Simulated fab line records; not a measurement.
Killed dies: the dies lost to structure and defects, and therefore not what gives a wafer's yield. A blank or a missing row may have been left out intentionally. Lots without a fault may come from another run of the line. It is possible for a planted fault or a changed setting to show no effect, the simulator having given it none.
Chamber matching | flow n5-finfet | N5_BEOL_M1_ETCH_74 on rie-diel-05: 4 sister chambers
The step etches underlayer in N2/H2, target depth 6.5 nm, time 5.2 s. 4 wafers are shown with their chamber, then 11 later ones without.

EACH WAFER AND ITS CHAMBER
wafer  | chamber | showerhead-plenum-p-Torr (Torr)
L084.3 | 2       | 2.65
L085.3 | 0       | 2.41
L085.6 | 3       | 2.66
L091.2 | 1       | 2.58

WAFERS WHOSE CHAMBER IS MISSING
wafer  | showerhead-plenum-p-Torr (Torr)
L091.3 | 2.40
L091.4 | 2.65
L094.2 | 2.57
L094.5 | 2.64
L094.6 | 2.57
L095.1 | 2.65
L095.3 | 2.57
L095.4 | 2.40
L096.1 | 2.57
L096.2 | 2.65
L096.3 | 2.64

WHICH CHAMBER EACH WENT THROUGH
wafer  | from the rows above     | in truth
L091.3 | 0                       | 0
L091.4 | can't be placed: 2 or 3 | 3
L094.2 | 1                       | 1
L094.5 | can't be placed: 2 or 3 | 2
L094.6 | 1                       | 1
L095.1 | can't be placed: 2 or 3 | 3
L095.3 | 1                       | 1
L095.4 | 0                       | 0
L096.1 | 1                       | 1
L096.2 | can't be placed: 2 or 3 | 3
L096.3 | can't be placed: 2 or 3 | 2
Placed correctly: 6 of 11. These rows do not allow placing 5 (true chamber among the candidates in 5). Placed wrongly: 0.
How it was worked out, from the rows above alone: a wafer's distance from a chamber is the root of the sum, over the readings, of the square of ((its reading less the chamber's mean) divided by the reading's scatter). The wafer belongs to the nearest chamber; if the next one is less than 2 further off, it can't be placed. The mean given for a chamber averages the wafers shown for that chamber. The scatter: root of mean squared gap, hidden wafer to nearest shown wafer, with one shown wafer a chamber.
